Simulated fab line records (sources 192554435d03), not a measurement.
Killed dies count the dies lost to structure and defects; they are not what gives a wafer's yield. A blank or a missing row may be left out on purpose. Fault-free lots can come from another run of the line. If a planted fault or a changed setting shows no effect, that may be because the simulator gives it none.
Split-lot experiment	flow n5-finfet	on a route of 1938 steps: 7 lots, 21 wafers read

## ABOUT THE SPLIT
At N5_BEOL_M7_TRENCH_ETCH_37 (etches SiCOH lowk in C4F6/O2, target depth 93.478 nm, time 31.2 s), the setting source-w was moved away from the recipe's 345 W on 4 of the 21 wafers read, by -10.5% to +6.7%. This setting was run at the recipe's value on the other wafers.

The reading is taken at the split's own step.

## THE READING
rf-vpp-V, in V, at N5_BEOL_M7_TRENCH_ETCH_37 (etches SiCOH lowk in C4F6/O2, target depth 93.478 nm, time 31.2 s). Fault-free wafers of this fab line usually give 666 V, standard deviation 9.7 V.

wafer	tool, chamber at the split	source-w as run, W	against the recipe	rf-vpp-V, V	against lot-mates on the recipe
L075.1	rie-diel-05, 3	345	recipe	685	-
L075.3	rie-diel-05, 2	345	recipe	679	-
L075.5	rie-diel-05, 3	345	recipe	685	-
L082.1	rie-diel-05, 2	345	recipe	676	-
L082.2	rie-diel-05, 3	345	recipe	685	-
L082.6	rie-diel-05, 3	345	recipe	684	-
L083.1	rie-diel-06, 2	308.8	-10.5%	692	+32
L083.3	rie-diel-06, 0	345	recipe	653	-
L083.4	rie-diel-06, 3	345	recipe	666	-
L087.1	rie-diel-06, 1	345	recipe	657	-
L087.2	rie-diel-06, 2	345	recipe	655	-
L087.4	rie-diel-06, 0	345	recipe	654	-
L093.3	rie-diel-01, 2	345	recipe	672	-
L093.5	rie-diel-01, 0	368.2	+6.7%	642	-25
L093.6	rie-diel-01, 3	345	recipe	662	-
L095.2	rie-diel-01, 3	366.5	+6.2%	641	-24
L095.4	rie-diel-01, 0	345	recipe	665	-
L095.6	rie-diel-01, 3	366.5	+6.2%	641	-24
L096.1	rie-diel-01, 1	345	recipe	666	-
L096.3	rie-diel-01, 3	345	recipe	660	-
L096.6	rie-diel-01, 3	345	recipe	660	-

THE FIT
A straight line over all 21 wafers: rf-vpp-V changes by -3.24 V for each +1% of source-w; r = -0.71; the points scatter about the line by 11 V.
The same after taking each lot's own level away (the mean of its wafers on the recipe; 21 wafers): -3.45 V for each +1%; r = -0.96; scatter 3.7 V.
Per that fit: largest source-w move, reading shift of 36 V.
Across the lots, their own levels run from 655.3 to 683.0 V, a range of 2.9 times the standard deviation given above.
So the lot-to-lot level blurs the effect unless lot-mates are compared.
Check: +39.9 V against its lot-mates is what the line predicts for one of the wafers moved furthest among these (-10.5%) when that wafer is left out of the fit. It came out at +32.5 V against them.
Tool readings at the split's step, against how far the setting was moved: rf-vpp-V r = -0.71.

## OTHER SPLITS ON THESE WAFERS
Note: prior to the reading, these wafers also went through further splits. Each is held against what the fit with the lots' levels taken away leaves over:
other split on the same wafers	wafers away from the commonest value	r with rf-vpp-V (lot level and that fit taken away)
N5_BEOL_M5_EXPOSE_25 dose-mj	6	-0.03
N5_BEOL_M6_ETCH_41 time-s	5	-0.28
N5_BEOL_M7_VIA_ETCH_34 source-w	5	-0.09

## FILE'S OWN FIT
rf-vpp-V changes by -3.4 V for each +1% of source-w, r = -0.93.
